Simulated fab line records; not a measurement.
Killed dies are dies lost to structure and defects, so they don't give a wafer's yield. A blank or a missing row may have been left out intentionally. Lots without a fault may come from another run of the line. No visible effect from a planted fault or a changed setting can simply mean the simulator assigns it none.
2 desks looking at one fault    flow n5 finfet    each desk has only its own numbers; what lay behind them comes last

## METROLOGY DESK
What the gauges read, lot by lot, whatever tool the lot ran on: means of the sampled wafers that have a number. A lot is out of limits, marked OUT, if its mean lies more than 4 standard deviations from the usual mean; the brackets give that distance. Readings shown: 7 out of 40 (the first out of limits, and those lying furthest out on some lot).
Columns: A = trench depth nm at N5_BEOL_M6_OCD_MEAS_38, usual 94.8 nm; B = M6_THK at N5_BEOL_M6_THK_MEAS_53, usual 81.6 nm; C = M6_RS at N5_BEOL_M6_RS_MEAS_57, usual 0.283 ohm/sq; D = COMB_M7 at N5_BEOL_M15_RC_MEAS_101, usual 2.5e-11 S/m; E = SERP_M11 at N5_BEOL_M15_RC_MEAS_101, usual 3.06 ohm/um; F = SERP_M6 at N5_BEOL_M15_RC_MEAS_101, usual 13.6 ohm/um; G = SERP_M6_max_site at N5_BEOL_M15_RC_MEAS_101, usual 14.1 ohm/um
lot   first seen here  A                B                C                D        E     F                G
L871  day 10 13:31     94.2             83.3             0.280            2.0e-11  3.09  13.6             14.2
L879  day 12 01:35     94.2             83.6             0.278            3.6e-11  3.03  13.4             13.8
L882  day 12 14:08     84.5 (-7.9) OUT  69.4 (-7.2) OUT  0.367 (+13) OUT  2.9e-11  3.20  16.8 (+8.1) OUT  17.5 (+7.3) OUT
L884  day 13 11:52     84.9 (-7.6) OUT  71.6 (-5.9) OUT  0.354 (+11) OUT  2.9e-11  3.04  16.1 (+6.5) OUT  16.9 (+6.2) OUT
L885  day 13 16:56     94.4             80.1             0.287            1.9e-11  3.06  13.4             14.0
L888  day 15 03:05     94.2             80.4             0.290            2.8e-11  3.04  13.4             13.9
This desk's finding: out of limits on L882, L884; first on L882, day 13 11:26 (trench depth nm at N5_BEOL_M6_OCD_MEAS_38). L871, L879, L885, L888: within limits.

## TOOL OWNER'S DESK, rie diel-03
The tool's own readings at N5_BEOL_M6_TRENCH_ETCH_37 (etches SiCOH lowk in C4F6/O2, target depth 94.435 nm, time 31.5 s): means of the sampled wafers that have a number, for each lot that ran on this tool. A lot is out of limits, marked OUT, if its mean lies more than 4 standard deviations from the usual mean; the brackets give that distance.
Columns: A = bias w at N5_BEOL_M6_TRENCH_ETCH_37, usual 185.0 W; B = drypump motor current A at N5_BEOL_M6_TRENCH_ETCH_37, usual 5.6 A; C = oes product au at N5_BEOL_M6_TRENCH_ETCH_37, usual 0.81 a.u.; D = rf fwd power W at N5_BEOL_M6_TRENCH_ETCH_37, usual 339.5 W; E = rf vpp V at N5_BEOL_M6_TRENCH_ETCH_37, usual 668 V; F = showerhead plenum p Torr at N5_BEOL_M6_TRENCH_ETCH_37, usual 2.89 Torr; G = throttle valve pct at N5_BEOL_M6_TRENCH_ETCH_37, usual 20.90 %
lot   first seen here  A      B    C     D      E    F     G
L871  day 11 06:27     185.0  5.2  0.78  338.5  665  2.81  20.97
L879  day 13 05:52     185.6  5.1  0.77  340.3  667  2.87  21.05
L882  day 13 11:16     185.1  5.6  0.75  338.2  667  2.89  20.91
L884  day 14 05:32     184.7  5.6  0.74  340.1  668  2.89  20.93
Finding of this desk: none of the 4 lots has anything out of limits.

## TAKEN TOGETHER
Metrology desk: alarm possible at day 13 11:26 on L882, L884.
The desk of the tool owner found nothing out of limits.
The tool owner's desk has L882, L884 on record, within its limits.
The lots listed all ran N5_BEOL_M6_TRENCH_ETCH_37 on rie diel-03.

## WHAT THE SIMULATOR HAD INSERTED
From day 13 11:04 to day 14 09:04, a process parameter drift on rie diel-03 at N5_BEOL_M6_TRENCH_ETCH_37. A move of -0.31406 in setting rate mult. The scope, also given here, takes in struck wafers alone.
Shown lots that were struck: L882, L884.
Time in hours between the start of the fault and the first out-of-limits reading at each desk: metrology desk, 0.
